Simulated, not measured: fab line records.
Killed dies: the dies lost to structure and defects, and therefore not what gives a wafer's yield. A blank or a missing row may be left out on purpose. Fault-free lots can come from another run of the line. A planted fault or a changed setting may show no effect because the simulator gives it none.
Problem report, 8D (eight disciplines) form, completed by code	flow n5-finfet	the parts of the form that need people (team, actions taken, sign-off) are left out

== 1. WHAT IS WRONG ==
Wafers without a fault read 66.12 s, standard deviation 0.22; run-length-s at N5_BEOL_M4_COAT_61 reads a mean of 60.51 s on 4 wafers belonging to 3 lots. Measured from the usual mean, that is -26 standard deviations.
The step: time 60 s, resist thk 60 nm.
First observed at day 11 19:35: wafer L596.1, on litho-track-05. The record has a number at this step for 28 wafers belonging to 10 lots. Rule for "out" (also "out of limits"): further than 4 standard deviations from the usual mean. All remaining wafers that have a number are taken as sound.

== 2. WHAT IT IS; WHAT IT IS NOT ==
question	is	is not
which readings at this step	run-length-s, heater-power-total-W	-
which lots	L595, L596, L597	L579, L580, L582, L583, L599, L600, L601
which wafers of those lots	L595.1, L595.3, L596.1, L597.3	L596.2, L596.4, L597.5
read on which tools	litho-track-05	litho-track-01, litho-track-04
when	from day 11 19:35	up to then (14 sound wafers); but 10 sound wafers of L597, L599, L600, L601 came after

== 3. THE SUSPECTS, EACH WITH WHAT RULES IT OUT ==
Counting: a tool at a process step up to the reading stays a suspect if it ran every lot that is out. Sound lots after the first of them don't rule it out here, since some wafers of a struck lot are sound.
- cmp-04 at N5_BEOL_M3_CMP_52 (polishes, stops on SiOC, t overpolish 6.8 s, target thk 40 nm): kept. It ran every lot that is out, first L596 (day 11 16:44); its last sound lot up to then is L583 (day 8 20:50).
- litho-track-05 at N5_BEOL_M4_COAT_61 (time 60 s, resist thk 60 nm): kept. It ran every lot that is out, first L596 (day 11 19:35); its last sound lot up to then is L580 (day 8 13:38). Its own readings are out on those wafers: heater-power-total-W, run-length-s.
Remaining after the count are cmp-04 at N5_BEOL_M3_CMP_52 and litho-track-05 at N5_BEOL_M4_COAT_61.

== 4. THE CAUSE (what the simulator had put in) ==
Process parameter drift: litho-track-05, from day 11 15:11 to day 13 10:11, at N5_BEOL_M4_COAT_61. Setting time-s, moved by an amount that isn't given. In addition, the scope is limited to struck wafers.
After counting, 2 suspects remain, this tool included.

== 5. THE CHAIN OF EFFECTS, in route order ==
Each row: a reading whose mean over the struck wafers that have a number lies more than 3 standard deviations from the usual. Only readings for which the record gives a usual standard deviation are gone through. hours: the time from each lot's start at the first step in this table that gives one to its start at this step, as a median over the lots. sigmas: the change in usual standard deviations.
hours	step	reading	usual	on struck wafers	change	sigmas
0	N5_BEOL_M4_COAT_61	heater-power-total-W	500.5 W	529.0	+28.5	+16
0	N5_BEOL_M4_COAT_61	run-length-s	66.12 s	60.51	-5.61	-26
It contains these process steps:
- N5_BEOL_M4_COAT_61: time 60 s, resist thk 60 nm.
Later steps that measure or inspect, where all struck wafers having a row at the step show a number for every such reading and not one has moved that far: N5_BEOL_M4_RC_MEAS_101.

== 6. WHAT WOULD HAVE CAUGHT IT SOONER ==
The fault began at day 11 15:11; the first out-of-limits reading in this record came at day 11 19:35, 4 hours later.
